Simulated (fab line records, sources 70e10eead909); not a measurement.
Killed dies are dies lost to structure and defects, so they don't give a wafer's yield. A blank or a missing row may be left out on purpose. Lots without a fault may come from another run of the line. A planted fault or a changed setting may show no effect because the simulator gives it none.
Problem report in the 8D (eight disciplines) form, filled by code | flow nand_harc | the parts of the form that need people (team, actions taken, sign-off) are left out

1. THE PROBLEM
raw_defect_count at NHARC_A_M1_INSPECT_11 reads a mean of 844 on 6 wafers of 2 lots; wafers without a fault read 33 with a standard deviation of 15. That is +54 standard deviations from the usual mean.
First seen on wafer L834.2, day 21 14:40, on defect_inspect-02. The record holds 18 wafers of 6 lots with a number at this step. Rule for "out", or "out of limits": more than 4 standard deviations from the usual mean. The other wafers with a number count as sound.

2. WHAT IT IS AND WHAT IT IS NOT
question                    | is                     | is not
which readings at this step | raw_defect_count       | -
which lots                  | L834, L837             | L820, L822, L824, L842
which wafers of those lots  | all that have a number | -
read on which gauges        | defect_inspect-02      | defect_inspect-01
when                        | from day 21 14:40      | up to then (9 sound wafers); but 3 sound wafers of L842 came after

3. SUSPECTS, AND WHAT RULES EACH OUT
Counting: a tool at a process step up to the reading stays a suspect if it ran every lot that is out and no sound lot after the first of them.
- the gauge at NHARC_A_M1_INSPECT_11: ruled out. All the wafers that are out were read on defect_inspect-02, but those of them that NHARC_END_SORT_01 has rows for are out there too, on other tools.
- pvd_sputter-01 at NHARC_A_M0_PRE_CLEAN_29 (time 30 s): kept. It ran every lot that is out, first L834 (day 21 12:49), and no sound lot after that; its last sound lot up to then is L822 (day 17 23:48). NHARC_A_M0_PRE_CLEAN_29 gives no start for some lots, so the hours and the order of its lots are those of NHARC_A_M0_CMP_23.
- pvd_sputter-01 at NHARC_A_M0_PVD_20 (deposits TaN, target thk 5 nm, time 8.06 s): kept. It ran every lot that is out, first L834 (day 21 12:49), and no sound lot after that; its last sound lot up to then is L822 (day 17 23:48). NHARC_A_M0_PVD_20 gives no start for some lots, so the hours and the order of its lots are those of NHARC_A_M0_CMP_23.
- pecvd-01 at NHARC_A_M0_PRE_CLEAN_31 (time 12 s): kept. It ran every lot that is out, first L834 (day 21 13:22), and no sound lot after that; its last sound lot up to then is L820 (day 17 21:31).
- pecvd-01 at NHARC_A_M1_DEP_00 (deposits SiOC, target thk 182.5 nm): kept. It ran every lot that is out, first L834 (day 21 13:52), and no sound lot after that; its last sound lot up to then is L822 (day 18 00:50).
Left after counting: pvd_sputter-01 at NHARC_A_M0_PRE_CLEAN_29, pvd_sputter-01 at NHARC_A_M0_PVD_20, pecvd-01 at NHARC_A_M0_PRE_CLEAN_31, pecvd-01 at NHARC_A_M1_DEP_00.

4. THE CAUSE (what the simulator had put in)
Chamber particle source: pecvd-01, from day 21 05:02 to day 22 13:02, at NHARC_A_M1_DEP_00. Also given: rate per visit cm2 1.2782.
Counting left 4 suspects, and this tool is among them.

5. THE CHAIN OF EFFECTS, in route order
Each row: a reading whose mean over the struck wafers that have a number lies more than 3 standard deviations from the usual. Only readings for which the record gives a usual standard deviation are gone through. hours: the time from each lot's start at the first step in this table that gives one to its start at this step, as a median over the lots. sigmas: the change in usual standard deviations.
hours | step                  | reading              | usual  | on struck wafers | change | sigmas
0     | NHARC_A_M1_INSPECT_11 | raw_defect_count     | 33     | 844              | +810   | +54
40    | NHARC_END_SORT_01     | defect_limited_yield | 95.1 % | 85.3             | -9.8   | -5.4
40    | NHARC_END_SORT_01     | killed_at_array      | 29     | 97               | +68    | +6.2
40    | NHARC_END_SORT_01     | killed_dies          | 33     | 99               | +66    | +5.5
40    | NHARC_END_SORT_01     | sort_bin_2_pct       | 1.5 %  | 6.0              | +4.5   | +6.2
40    | NHARC_END_SORT_01     | sort_bin_3_pct       | 0.28 % | 4.46             | +4.17  | +18
40    | NHARC_END_SORT_01     | sort_n_pass          | 644    | 578              | -66    | -5.5
40    | NHARC_END_SORT_01     | sort_yield_pct       | 95.1 % | 85.3             | -9.8   | -5.4

6. WHAT WOULD HAVE CAUGHT IT SOONER
In this record the first reading out of limits at a measuring or inspecting step was taken at day 21 14:40, 10 hours after the fault began at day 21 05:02.
Of the lots that are out (2), L837 began NHARC_A_M1_DEP_00 on pecvd-01 after day 21 14:40. A hold on the tool at that time would have spared it.
